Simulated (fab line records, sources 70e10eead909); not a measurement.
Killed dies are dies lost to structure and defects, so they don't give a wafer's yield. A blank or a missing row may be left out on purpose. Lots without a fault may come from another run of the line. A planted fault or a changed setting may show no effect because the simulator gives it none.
fab line records | flow nand_harc
record lots=24 wafers=72 last_day=33
route steps=1302 shown A_CONTACT@1086 A_BLC@1119 A_M0@1147
lots that met no fault: from a run of the same line without faults
start_h: hours from the record's first day to the start of the lot's first wafer shown | wait_h: hours since the lot's step before | " the same as in the row above | L1.1+2: a row that stands for several wafers | - no value, or no start given | * or withheld: withheld | < > ~ a bound
route shown NAME@n: a module of which the file shows steps, and the number in the route of the first | usual: mean/standard deviation of fault-free wafers | same: alike in all rows | chamber/n: place in a boat | sites: the reading at each site | _std_site: their standard deviation | _edge_site: outer sites' mean less inner sites' | radius_mm: how far each site lies from the wafer's centre | mask NAME#n: copy n | behind: the tool/chamber that last shaped the wafer | hold: why the lot was held/for how many hours/how that ended | device: the transistor (n, p or np) that didn't switch | end of line: the same wafers' tests at the end of the route | a step without rows: its recipe alone | killed: dies lost to structure and defects at the first sort, not the wafer's yield | map: a wafer's dies, x killed, . not, _ none there
set.NAME: the setting as run; set.NAME@STEP: as run at that earlier step | model.NAME: the simulator's own value behind a step, which no gauge read
steps of the route over a sample of lots; a table a step, a row a wafer
services: from which hour (start_h, from the record's first day; less than 0 if before it) a tool's chamber was out of use, for how many hours, and why
## steps
# step NHARC_A_CONTACT_ETCH_134
# recipe source_w=withheld pressure_mtorr=20 bias_v=withheld time_s=140 target_depth_a=7000 ar_flow_sccm=withheld c4f8_flow_sccm=withheld o2_flow_sccm=withheld chemistry=C4F8/O2/Ar
# columns lot.wafer tool chamber start_h wait_h rf_hours_counter_h
L074.1 har_cap_etch-03 0 519.84 - 44
L074.6 " 0 " " -
L074.5 " 1 " " -
L075.1 har_cap_etch-03 0 530.32 - 48
L075.6 " 1 " " -
L075.5 " 0 " " -
L077.1 har_cap_etch-01 1 539.48 - 6
L077.4 " 1 " " -
L077.6 " 0 " " -
L076.3 har_cap_etch-03 1 544.83 - -
L076.6 " 0 " " -
L076.5 " 1 " " -
L079.1 har_cap_etch-03 1 550.02 - 52
L079.2 " 0 " " 52
L079.5 " 0 " " -
L078.1 har_cap_etch-01 1 552.95 - 9
L078.4 " 1 " " -
L078.5 " 0 " " -
L080.2 har_cap_etch-03 1 567.25 - 54
L080.4 " 1 " " -
L080.3 " 0 " " -
L082.4 har_cap_etch-01 0 593.18 - -
L082.6 " 0 " " -
L082.5 " 1 " " -
L081.3 har_cap_etch-01 0 597.05 - -
L081.4 " 1 " " -
L081.6 " 0 " " -
L083.2 har_cap_etch-02 0 602.77 - 104
L083.1 " 1 " " 104
L083.5 " 0 " " -
L084.2 har_cap_etch-03 1 615.67 - 64
L084.3 " 1 " " -
L084.6 " 0 " " -
L087.3 har_cap_etch-02 0 621.21 - -
L087.4 " 1 " " -
L087.5 " 1 " " -
L086.3 har_cap_etch-03 1 622.77 - -
L086.5 " 1 " " -
L086.6 " 0 " " -
L085.4 har_cap_etch-01 1 625.88 - -
L085.6 " 1 " " -
L085.5 " 0 " " -
L089.1 har_cap_etch-02 1 645.39 - 113
L089.4 " 1 " " -
L089.6 " 1 " " -
L088.2 har_cap_etch-01 1 660.30 - 28
L088.4 " 1 " " -
L088.5 " 1 " " -
L091.1 har_cap_etch-03 0 666.45 - 73
L091.3 " 1 " " -
L091.6 " 0 " " -
L090.3 har_cap_etch-01 0 681.91 - -
L090.5 " 0 " " -
L090.6 " 1 " " -
L092.3 har_cap_etch-03 1 694.67 - -
L092.4 " 0 " " -
L092.6 " 1 " " -
L093.1 har_cap_etch-01 0 695.67 - 35
L093.2 " 1 " " 35
L093.3 " 1 " " -
L095.2 har_cap_etch-01 1 711.94 - 36
L095.1 " 0 " " 36
L095.4 " 0 " " -
L094.4 har_cap_etch-01 0 714.95 - -
L094.6 " 0 " " -
L094.5 " 1 " " -
L096.4 har_cap_etch-02 1 732.06 - -
L096.3 " 0 " " -
L096.5 " 0 " " -
L097.4 har_cap_etch-01 1 733.07 - -
L097.6 " 1 " " -
L097.5 " 0 " " -
# step NHARC_A_CONTACT_ETCH_98
# recipe target_depth_a=200 over_etch_frac=0.5 time_s=10 ion_energy_ev=250 c4f6_flow_sccm=25 o2_flow_sccm=20 ar_flow_sccm=500 rf_w=600 bias_w=500 chemistry=C4F6/O2
# usual c4f6_flow_sccm=25.01/0.077 drypump_motor_current_A=6.2/0.32 oes_product_au=0.952/0.016 rf_fwd_power_W=585.9/2.2 rf_vpp_V=547/4 showerhead_plenum_p_Torr=3.91/0.19 throttle_valve_pct=26.903/0.0089
# columns lot.wafer tool chamber start_h wait_h c4f6_flow_sccm drypump_motor_current_A oes_product_au rf_fwd_power_W rf_hours_counter_h rf_vpp_V showerhead_plenum_p_Torr throttle_valve_pct
L074.1 rie_diel-10 3 - - 24.96 6.6 0.953 585.1 15 543 3.73 26.889
L074.5 " 0 " " 25.03 6.1 0.975 584.8 - 552 4.13 26.917
L074.6 " 1 " " 25.00 6.1 0.968 587.0 - 548 4.02 26.888
L075.1 rie_diel-03 0 - - 25.11 6.4 0.999 587.4 23 544 3.74 26.901
L075.6 " 3 " " 24.93 6.3 0.988 591.2 - 545 3.82 26.893
L075.5 " 0 " " 25.01 6.4 0.984 589.9 - 542 3.74 26.915
L077.1 rie_diel-10 3 - - 24.92 6.6 0.933 584.4 18 543 3.73 26.914
L077.4 " 0 " " 25.00 6.1 0.948 583.8 17 550 4.13 26.890
L077.6 " 3 " " 25.03 6.6 0.950 586.3 - 544 3.73 26.898
L076.3 rie_diel-10 0 - - 24.93 6.1 0.946 581.4 19 552 4.13 26.896
L076.5 " 3 " " 25.08 6.6 0.945 586.0 - 542 3.73 26.919
L076.6 " 0 " " 24.98 6.1 0.950 582.4 - 551 4.13 26.901
L079.1 rie_diel-10 0 - - 24.99 6.1 0.966 583.9 19 550 4.13 26.919
L079.2 " 2 " " 24.91 6.5 0.937 583.9 20 543 3.71 26.905
L079.5 " 0 " " 25.00 6.1 0.962 587.3 - 550 4.13 26.895
L078.1 rie_diel-11 3 - - 24.89 6.5 0.958 586.4 38 553 4.17 26.915
L078.4 " 0 " " 24.94 5.8 0.940 583.3 39 546 3.92 26.909
L078.5 " 3 " " 24.96 6.5 0.955 586.3 - 552 4.17 26.902
L080.3 rie_diel-11 3 - - 24.81 6.5 0.950 587.2 43 552 4.17 26.903
L080.4 " 0 " " 24.96 5.8 0.935 582.4 43 547 3.92 26.905
L080.2 " 1 " " 25.03 5.5 0.938 590.4 43 545 3.85 26.892
L082.4 rie_diel-03 0 595.14 0.1 24.98 6.3 0.948 585.6 - 542 3.73 26.905
L082.6 " 1 " " 25.04 6.1 0.945 585.3 - 543 3.70 26.906
L082.5 " 2 " " 25.03 6.7 0.943 589.1 - 552 4.16 26.918
L081.3 rie_diel-03 0 598.99 0.1 24.93 6.4 0.943 586.3 41 542 3.73 26.890
L081.4 " 1 " " 25.13 6.0 0.952 584.3 - 544 3.70 26.897
L081.6 " 2 " " 25.09 6.7 0.923 586.0 - 551 4.16 26.921
L083.2 rie_diel-03 2 604.77 0.1 25.07 6.7 0.939 586.6 46 551 4.16 26.881
L083.1 " 0 " " 24.86 6.4 0.948 583.2 44 543 3.73 26.919
L083.5 " 0 " " 24.91 6.4 0.940 585.1 - 543 3.73 26.899
L084.2 rie_diel-10 3 - - 25.06 6.6 0.956 589.8 4 542 3.72 26.901
L084.3 " 2 " " 25.08 6.5 0.967 583.2 3 541 3.70 26.903
L084.6 " 3 " " 24.96 6.6 0.940 589.2 - 544 3.72 26.903
L087.3 rie_diel-11 3 - - 25.06 6.5 0.956 582.8 1 552 4.16 26.901
L087.4 " 0 " " 24.93 5.8 0.956 584.5 1 546 3.91 26.902
L087.5 " 3 " " 25.06 6.5 0.959 584.0 - 551 4.16 26.892
L086.3 rie_diel-10 1 - - 25.06 6.0 0.949 586.2 4 548 4.00 26.913
L086.6 " 0 " " 24.93 6.1 0.931 585.0 - 551 4.11 26.913
L086.5 " 1 " " 25.03 6.1 0.940 586.2 - 547 4.00 26.902
L085.4 rie_diel-10 2 - - 25.05 6.5 0.944 584.1 6 543 3.70 26.910
L085.6 " 0 " " 24.88 6.1 0.948 588.6 - 550 4.11 26.889
L085.5 " 1 " " 25.03 6.0 0.957 581.9 - 549 4.00 26.905
L089.1 rie_diel-10 1 - - 25.07 6.0 0.965 586.0 8 548 4.00 26.904
L089.4 " 3 " " 25.11 6.6 0.929 587.6 8 542 3.72 26.910
L089.6 " 0 " " 24.99 6.1 0.947 585.7 - 550 4.11 26.891
L088.2 rie_diel-10 2 - - 25.06 6.5 0.947 584.3 11 540 3.70 26.902
L088.4 " 0 " " 25.04 6.1 0.977 588.3 11 551 4.11 26.905
L088.5 " 2 " " 24.95 6.5 0.952 585.8 - 541 3.70 26.909
L091.3 rie_diel-10 1 - - 25.06 6.1 0.955 588.0 12 549 4.00 26.907
L091.1 " 2 " " 25.07 6.5 0.945 586.8 12 541 3.69 26.897
L091.6 " 1 " " 25.12 6.1 0.947 586.3 - 548 4.00 26.913
L090.3 rie_diel-10 3 - - 25.06 6.6 0.931 587.9 13 542 3.72 26.885
L090.6 " 2 " " 24.94 6.5 0.939 587.0 - 542 3.69 26.909
L090.5 " 3 " " 25.01 6.6 0.928 585.1 - 542 3.72 26.896
L093.1 rie_diel-10 3 - - 24.98 6.6 0.942 585.6 17 543 3.72 26.909
L093.3 " 0 " " 25.03 6.1 0.972 585.7 17 550 4.11 26.907
L093.2 " 1 " " 24.96 6.0 0.960 588.5 17 548 4.00 26.897
L092.4 rie_diel-11 1 - - 25.03 5.5 0.951 588.2 24 545 3.83 26.913
L092.3 " 0 " " 25.10 5.8 0.977 585.7 28 546 3.89 26.900
L092.6 " 2 " " 24.90 5.7 0.960 582.1 - 552 4.21 26.904
L095.1 rie_diel-11 2 - - 25.07 5.7 0.953 583.7 26 551 4.21 26.905
L095.4 " 0 " " 25.10 5.8 0.965 586.2 32 545 3.89 26.897
L095.2 " 1 " " 24.97 5.5 0.959 587.4 28 546 3.83 26.924
L094.4 rie_diel-03 3 716.90 0.1 25.07 6.3 0.949 589.4 - 545 3.79 26.913
L094.6 " 0 " " 25.03 6.3 0.945 585.9 - 541 3.71 26.925
L094.5 " 2 " " 25.01 6.7 0.940 586.3 - 551 4.14 26.900
L096.3 rie_diel-03 2 - - 24.96 6.7 0.920 589.4 26 552 4.14 26.912
L096.4 " 3 " " 25.07 6.3 0.942 588.0 27 544 3.79 26.916
L096.5 " 2 " " 25.08 6.7 0.929 585.7 - 551 4.14 26.902
L097.4 rie_diel-10 0 - - 25.14 6.1 0.964 587.0 21 550 4.11 26.900
L097.6 " 1 " " 25.00 6.0 0.952 586.1 - 550 3.99 26.910
L097.5 " 2 " " 25.07 6.5 0.949 586.7 - 541 3.69 26.905
# step NHARC_A_CONTACT_CVD_19
# recipe target_thk_a=3000 temp_c=300 pressure_torr=40 wf6_flow_sccm=40 h2_flow_sccm=1600 ar_flow_sccm=1560 time_s=802 material=W
# usual heater_power_w=495/32 mfc_h2_sccm=1600/5.3 mfc_wf6_sccm=40.00/0.11 throttle_valve_pct=7.91/0.26
# columns lot.wafer tool chamber start_h wait_h heater_power_w mfc_h2_sccm mfc_wf6_sccm throttle_valve_pct
L074.1 cvd_w-02 1 - - 434 1601 39.96 8.15
L074.6 " 1 " " 445 1602 39.88 7.78
L074.5 " 0 " " 517 1605 39.97 7.75
L075.1 cvd_w-01 0 - - 509 1595 40.16 7.64
L075.5 " 0 " " 499 1591 39.99 7.78
L075.6 " 1 " " 506 1603 40.06 7.80
L077.1 cvd_w-02 1 - - 437 1602 39.98 8.16
L077.4 " 1 " " 430 1597 40.20 8.12
L077.6 " 0 " " 510 1608 39.73 7.57
L076.3 cvd_w-02 0 - - 518 1604 40.09 7.94
L076.6 " 0 " " 512 1604 40.24 7.76
L076.5 " 1 " " 435 1598 39.91 8.26
L079.1 cvd_w-02 0 - - 515 1601 40.14 7.94
L079.2 " 1 " " 434 1604 40.24 8.20
L079.5 " 0 " " 506 1599 40.18 7.72
L078.1 cvd_w-02 1 - - 450 1603 40.09 8.16
L078.4 " 1 " " 434 1597 40.04 8.10
L078.5 " 1 " " 430 1603 40.17 8.36
L080.2 cvd_w-02 0 - - 526 1596 40.00 7.59
L080.4 " 1 " " 421 1605 40.06 8.11
L080.3 " 0 " " 532 1593 39.92 7.69
L082.4 cvd_w-02 1 - - 444 1597 40.01 8.06
L082.5 " 1 " " 442 1611 39.94 8.23
L082.6 " 0 " " 529 1602 39.89 7.52
L081.3 cvd_w-01 0 - - 497 1591 39.99 7.51
L081.4 " 1 " " 508 1597 40.11 7.31
L081.6 " 1 " " 507 1591 39.97 7.72
L083.1 cvd_w-01 0 - - 512 1596 39.93 7.49
L083.2 " 1 " " 503 1601 39.88 7.88
L083.5 " 0 " " 514 1597 39.97 7.72
L084.2 cvd_w-01 1 - - 501 1593 40.03 7.71
L084.3 " 0 " " 518 1603 39.99 7.47
L084.6 " 1 " " 503 1600 39.84 7.64
L087.4 cvd_w-02 0 - - 536 1595 39.98 7.71
L087.3 " 1 " " 446 1600 39.85 8.18
L087.5 " 0 " " 527 1588 40.08 7.49
L086.3 cvd_w-01 0 - - 516 1601 40.00 7.62
L086.6 " 1 " " 497 1601 39.87 7.80
L086.5 " 0 " " 517 1598 39.92 7.48
L085.4 cvd_w-01 0 - - 512 1605 39.91 7.60
L085.6 " 0 " " 504 1602 40.04 7.68
L085.5 " 1 " " 512 1608 40.02 7.85
L089.1 cvd_w-02 0 - - 540 1601 39.97 8.18
L089.4 " 0 " " 532 1601 40.24 8.10
L089.6 " 0 " " 532 1607 40.00 8.14
L088.2 cvd_w-01 0 - - 507 1598 40.08 7.64
L088.4 " 1 " " 507 1604 40.02 8.01
L088.5 " 0 " " 508 1585 39.90 7.76
L091.1 cvd_w-02 0 - - 532 1607 39.86 8.09
L091.3 " 1 " " 466 1595 40.17 8.23
L091.6 " 1 " " 471 1585 40.01 8.31
L090.3 cvd_w-01 0 - - 514 1602 40.01 7.67
L090.5 " 0 " " 521 1607 40.23 7.71
L090.6 " 1 " " 495 1599 39.93 7.69
L093.2 cvd_w-02 0 - - 527 1602 39.94 8.01
L093.1 " 1 " " 470 1599 40.10 8.15
L093.3 " 0 " " 532 1593 40.02 8.05
L092.4 cvd_w-01 1 - - 500 1598 40.05 7.89
L092.3 " 0 " " 513 1594 40.01 7.56
L092.6 " 1 " " 497 1601 39.91 7.68
L095.1 cvd_w-02 0 - - 523 1603 39.88 7.86
L095.2 " 1 " " 468 1602 40.02 8.28
L095.4 " 1 " " 458 1602 40.09 8.17
L094.4 cvd_w-01 1 - - 520 1594 39.99 7.98
L094.6 " 0 " " 517 1600 40.06 7.58
L094.5 " 1 " " 508 1591 40.01 8.17
L096.3 cvd_w-02 1 - - 472 1605 40.09 8.03
L096.4 " 0 " " 518 1598 40.13 8.07
L096.5 " 0 " " 529 1601 40.13 8.21
L097.4 cvd_w-02 0 - - 531 1596 40.18 8.23
L097.5 " 1 " " 459 1598 39.86 8.13
L097.6 " 0 " " 537 1600 39.95 7.89
# step NHARC_A_BLC_INSPECT_12
# usual raw_defect_count=85/38
# columns lot.wafer tool chamber start_h wait_h raw_defect_count
L074.1 defect_inspect-02 - 525.02 0.0 17
L074.5 " - " " 9
L074.6 " - " " 17
L075.1 defect_inspect-01 - 535.94 0.0 152
L075.5 " - " " 183
L075.6 " - " " 155
L077.1 defect_inspect-01 - 544.50 0.0 74
L077.4 " - " " 83
L077.6 " - " " 84
L076.3 defect_inspect-02 - 549.91 0.0 124
L076.5 " - " " 108
L076.6 " - " " 100
L079.1 defect_inspect-01 - 555.14 0.0 115
L079.2 " - " " 121
L079.5 " - " " 114
L078.1 defect_inspect-01 - 558.05 0.0 66
L078.4 " - " " 65
L078.5 " - " " 82
L080.2 defect_inspect-01 - 572.39 0.0 78
L080.3 " - " " 78
L080.4 " - " " 91
L082.4 defect_inspect-02 - 598.29 0.0 28
L082.5 " - " " 31
L082.6 " - " " 38
L081.3 defect_inspect-02 - 602.10 0.0 121
L081.4 " - " " 118
L081.6 " - " " 116
L083.1 defect_inspect-01 - 607.99 0.0 41
L083.2 " - " " 32
L083.5 " - " " 41
L084.2 defect_inspect-02 - 621.45 0.0 60
L084.3 " - " " 57
L084.6 " - " " 66
L087.3 defect_inspect-02 - 626.27 0.0 134
L087.4 " - " " 127
L087.5 " - " " 107
L086.3 defect_inspect-02 - 627.84 0.0 58
L086.5 " - " " 39
L086.6 " - " " 42
L085.4 defect_inspect-02 - 631.44 0.0 79
L085.5 " - " " 79
L085.6 " - " " 90
L089.1 defect_inspect-02 - 650.63 0.0 103
L089.4 " - " " 115
L089.6 " - " " 99
L088.2 defect_inspect-01 - 665.47 0.0 53
L088.4 " - " " 72
L088.5 " - " " 71
L091.1 defect_inspect-02 - 671.77 0.0 70
L091.3 " - " " 59
L091.6 " - " " 95
L090.3 defect_inspect-02 - 688.04 0.0 133
L090.5 " - " " 127
L090.6 " - " " 143
L093.1 defect_inspect-01 - 700.83 0.0 115
L093.2 " - " " 126
L093.3 " - " " 104
L092.3 defect_inspect-02 - 702.56 0.0 71
L092.4 " - " " 66
L092.6 " - " " 81
L095.1 defect_inspect-01 - 717.22 0.0 25
L095.2 " - " " 21
L095.4 " - " " 20
L094.4 defect_inspect-01 - 719.89 0.0 130
L094.5 " - " " 132
L094.6 " - " " 116
L096.3 defect_inspect-01 - 737.71 0.0 68
L096.4 " - " " 53
L096.5 " - " " 65
L097.4 defect_inspect-02 - 738.94 0.0 124
L097.5 " - " " 137
L097.6 " - " " 110
# step NHARC_A_M0_CD_MEAS_09
# recipe target_cd_nm=80 landing_energy_ev=500
# usual cd_nm=79.9/0.83
# columns lot.wafer tool chamber start_h wait_h cd_nm
L074.1 cd_sem-03 0 528.92 - 79.1
L074.5 " 0 " " 78.0
L074.6 " 0 " " 79.8
L075.1 cd_sem-03 0 539.86 - 81.5
L075.5 " 0 " " 80.0
L075.6 " 0 " " 80.7
L077.1 cd_sem-01 0 548.41 - 79.8
L077.4 " 0 " " 79.8
L077.6 " 0 " " 79.9
L076.3 cd_sem-01 0 553.91 - 79.6
L076.5 " 0 " " 80.0
L076.6 " 0 " " 80.8
L079.1 cd_sem-02 0 559.25 - 79.7
L079.2 " 0 " " 79.6
L079.5 " 0 " " 79.7
L078.1 cd_sem-03 0 561.97 - 80.7
L078.4 " 0 " " 79.9
L078.5 " 0 " " 80.3
L080.2 cd_sem-01 0 576.32 - 80.2
L080.3 " 0 " " 78.6
L080.4 " 0 " " 78.8
L082.4 cd_sem-02 0 602.26 - 79.6
L082.5 " 0 " " 80.4
L082.6 " 0 " " 79.7
L081.3 cd_sem-02 0 606.19 - 81.3
L081.4 " 0 " " 79.5
L081.6 " 0 " " 80.6
L083.1 cd_sem-02 0 611.81 - 79.8
L083.2 " 0 " " 79.8
L083.5 " 0 " " 78.1
L084.2 cd_sem-02 0 625.37 - 81.0
L084.3 " 0 " " 80.6
L084.6 " 0 " " 80.6
L087.3 cd_sem-02 0 630.19 - 78.6
L087.4 " 0 " " 79.0
L087.5 " 0 " " 79.7
L086.3 cd_sem-01 0 631.76 - 80.4
L086.5 " 0 " " 79.5
L086.6 " 0 " " 80.8
L085.4 cd_sem-02 0 639.56 - 81.2
L085.5 " 0 " " 80.3
L085.6 " 0 " " 80.3
L089.1 cd_sem-02 0 654.54 - 80.6
L089.4 " 0 " " 80.7
L089.6 " 0 " " 81.1
L088.2 cd_sem-01 0 669.61 - 79.3
L088.4 " 0 " " 80.1
L088.5 " 0 " " 80.6
L091.1 cd_sem-01 0 675.90 - 80.9
L091.3 " 0 " " 80.9
L091.6 " 0 " " 80.1
L090.3 cd_sem-03 0 691.88 - 79.1
L090.5 " 0 " " 80.3
L090.6 " 0 " " 80.0
L093.1 cd_sem-01 0 704.63 - 79.7
L093.2 " 0 " " 79.5
L093.3 " 0 " " 78.9
L092.3 cd_sem-03 0 706.48 - 79.1
L092.4 " 0 " " 80.1
L092.6 " 0 " " 80.0
L095.1 cd_sem-02 0 721.02 - 81.2
L095.2 " 0 " " 81.5
L095.4 " 0 " " 81.1
L094.4 cd_sem-01 0 724.16 - 80.1
L094.5 " 0 " " 79.9
L094.6 " 0 " " 80.9
L096.3 cd_sem-01 0 741.86 - 77.9
L096.4 " 0 " " 79.2
L096.5 " 0 " " 79.0
L097.4 cd_sem-03 0 742.95 - 78.8
L097.5 " 0 " " 78.8
L097.6 " 0 " " 78.6
# step NHARC_A_M0_DESCUM_14
# recipe time_s=3 o2_flow_sccm=200 ar_flow_sccm=0 bias_power_w=0 chemistry=O2
# usual drypump_motor_current_A=5.7/0.46 oes_product_au=1.001/0.011 rf_vpp_V=57.5/0.96 showerhead_plenum_p_Torr=1.84/0.081 throttle_valve_pct=11.313/0.0082
# columns lot.wafer tool chamber start_h wait_h drypump_motor_current_A oes_product_au rf_hours_counter_h rf_vpp_V showerhead_plenum_p_Torr throttle_valve_pct
L074.1 rie_diel-08 3 529.13 0.1 5.4 1.015 5.0 57.9 1.79 11.309
L074.5 " 1 " " 6.1 0.994 - 58.0 1.81 11.306
L074.6 " 2 " " 5.9 0.998 - 58.1 1.78 11.304
L075.1 rie_diel-07 2 540.05 0.1 5.6 1.000 2.5 55.8 1.82 11.293
L075.5 " 2 " " 5.6 1.001 - 59.1 1.82 11.306
L075.6 " 3 " " 5.3 1.005 - 58.2 2.05 11.312
L077.1 rie_diel-07 0 548.61 0.1 5.9 1.023 2.3 58.2 1.87 11.313
L077.4 " 2 " " 5.6 0.991 2.7 56.4 1.82 11.307
L077.6 " 0 " " 5.8 1.012 - 58.4 1.87 11.307
L076.3 rie_diel-08 2 554.11 0.1 5.9 1.014 0 57.4 1.78 11.311
L076.5 " 1 " " 6.1 0.982 - 57.2 1.81 11.299
L076.6 " 2 " " 5.9 1.019 - 56.9 1.78 11.318
L079.2 rie_diel-05 0 559.44 0.1 5.3 0.999 9.0 56.2 1.78 11.302
L079.1 " 2 " " 5.2 0.996 7.2 55.2 1.79 11.322
L079.5 " 1 " " 6.4 1.024 - 56.7 1.83 11.318
L078.1 rie_diel-08 3 562.15 0.1 5.4 1.002 0.6 58.3 1.79 11.306
L078.4 " 0 " " 6.0 1.000 0.5 56.2 1.77 11.311
L078.5 " 3 " " 5.4 0.996 - 56.9 1.79 11.307
L080.3 rie_diel-08 1 576.51 0.1 6.0 0.989 1.5 58.0 1.81 11.316
L080.2 " 2 " " 5.9 1.006 1.6 57.7 1.78 11.307
L080.4 " 3 " " 5.4 1.000 1.3 58.6 1.79 11.324
L082.4 rie_diel-05 1 602.46 0.1 6.4 1.017 0 59.0 1.83 11.307
L082.5 " 2 " " 5.2 0.997 - 57.0 1.79 11.319
L082.6 " 3 " " 4.9 0.997 - 56.8 1.83 11.321
L081.4 rie_diel-07 2 606.37 0.1 5.6 0.995 5.7 56.5 1.82 11.321
L081.3 " 0 " " 5.8 1.009 6.6 58.1 1.87 11.311
L081.6 " 2 " " 5.6 0.996 - 58.0 1.82 11.315
L083.2 rie_diel-07 3 612.01 0.1 5.3 1.008 7.2 60.2 2.05 11.315
L083.1 " 0 " " 5.9 1.008 6.7 57.8 1.87 11.328
L083.5 " 2 " " 5.6 0.997 - 57.2 1.82 11.304
L084.2 rie_diel-05 3 625.56 0.1 4.8 1.000 0.3 55.4 1.83 11.309
L084.3 " 0 " " 5.3 1.003 0.3 57.7 1.78 11.318
L084.6 " 3 " " 4.8 1.011 - 57.5 1.83 11.303
L087.4 rie_diel-07 0 630.39 0.1 5.8 1.020 7.6 57.3 1.87 11.307
L087.3 " 1 " " 6.5 0.996 5.6 58.3 1.83 11.323
L087.5 " 3 " " 5.3 1.017 - 57.7 2.05 11.303
L086.3 rie_diel-07 1 631.96 0.1 6.5 0.974 5.7 57.3 1.83 11.296
L086.6 " 3 " " 5.3 1.009 - 59.6 2.05 11.315
L086.5 " 0 " " 5.8 1.006 - 57.9 1.87 11.319
L085.4 rie_diel-08 3 639.76 0.1 5.4 1.010 6.3 58.6 1.79 11.319
L085.6 " 0 " " 6.0 1.009 - 55.8 1.77 11.319
L085.5 " 1 " " 6.1 0.988 - 56.7 1.80 11.322
L089.4 rie_diel-08 2 654.74 0.1 5.9 0.992 6.9 56.9 1.78 11.325
L089.1 " 0 " " 5.9 1.009 7.0 57.0 1.77 11.320
L089.6 " 1 " " 6.1 0.979 - 58.6 1.80 11.314
L088.2 rie_diel-07 3 669.79 0.1 5.3 1.013 0.9 57.8 2.05 11.318
L088.4 " 0 " " 5.8 1.000 0.9 58.5 1.87 11.316
L088.5 " 0 " " 5.9 1.002 - 58.7 1.87 11.313
L091.3 rie_diel-07 3 676.10 0.1 5.3 1.003 1.1 59.3 2.05 11.318
L091.1 " 1 " " 6.5 0.986 1.1 58.8 1.83 11.321
L091.6 " 3 " " 5.3 1.000 - 57.7 2.05 11.319
L090.3 rie_diel-08 3 692.06 0.1 5.4 0.990 9.0 57.0 1.79 11.324
L090.5 " 3 " " 5.4 0.986 - 57.9 1.79 11.298
L090.6 " 0 " " 5.9 1.006 - 57.6 1.77 11.313
L093.2 rie_diel-05 0 704.81 0.1 5.3 0.992 4.8 56.6 1.78 11.319
L093.1 " 1 " " 6.4 1.010 5.1 57.1 1.83 11.320
L093.3 " 3 " " 4.8 1.007 2.0 58.4 1.83 11.301
L092.3 rie_diel-08 3 706.66 0.1 5.4 1.002 9.4 57.9 1.79 11.308
L092.4 " 0 " " 5.9 1.008 8.3 56.5 1.77 11.309
L092.6 " 0 " " 5.9 1.004 - 56.6 1.77 11.317
L095.2 rie_diel-05 2 721.20 0.1 5.2 0.999 6.8 57.2 1.79 11.320
L095.1 " 3 " " 4.8 1.008 3.7 55.0 1.83 11.315
L095.4 " 0 " " 5.3 1.003 6.5 57.1 1.78 11.307
L094.4 rie_diel-07 3 724.36 0.1 5.2 1.005 3.4 58.3 2.04 11.309
L094.6 " 0 " " 5.9 0.994 - 58.0 1.87 11.309
L094.5 " 1 " " 6.5 0.974 - 59.4 1.83 11.312
L096.3 rie_diel-07 1 742.05 0.1 6.5 0.987 4.6 59.5 1.83 11.315
L096.4 " 2 " " 5.6 0.995 4.6 57.6 1.82 11.307
L096.5 " 0 " " 5.8 1.006 - 57.5 1.87 11.307
L097.4 rie_diel-05 2 743.14 0.1 5.2 0.992 8.7 57.7 1.79 11.302
L097.6 " 1 " " 6.4 1.012 - 56.9 1.83 11.320
L097.5 " 2 " " 5.2 0.992 - 56.8 1.79 11.307
## services
# columns tool chamber start_h hours kind
har_cap_etch-01 - 497.00 17.0 pm
rie_diel-05 0 520.32 5.6 repair
rie_diel-08 - 544.80 9.0 pm
cvd_w-01 - 547.01 13.0 pm
har_cap_etch-01 - 556.44 1.4 repair
rie_diel-07 2 556.51 6.6 repair
rie_diel-07 1 567.65 7.7 repair
rie_diel-05 - 583.66 9.0 pm
rie_diel-10 3 584.32 14.6 repair
rie_diel-03 3 593.75 15.1 repair
rie_diel-10 - 596.77 9.0 pm
rie_diel-07 1 611.82 7.1 repair
rie_diel-05 - 624.13 0.6 repair
rie_diel-05 3 627.36 9.2 repair
cvd_w-02 - 631.74 13.0 pm
rie_diel-07 2 632.49 5.3 repair
rie_diel-10 3 632.89 4.0 repair
rie_diel-03 - 635.43 9.0 pm
rie_diel-07 1 643.33 1.2 repair
rie_diel-07 - 648.24 9.0 pm
rie_diel-05 3 672.53 14.9 repair
cvd_w-02 - 677.40 0.8 repair
rie_diel-08 - 721.80 9.0 pm
cvd_w-01 - 728.01 13.0 pm
## key
fault none
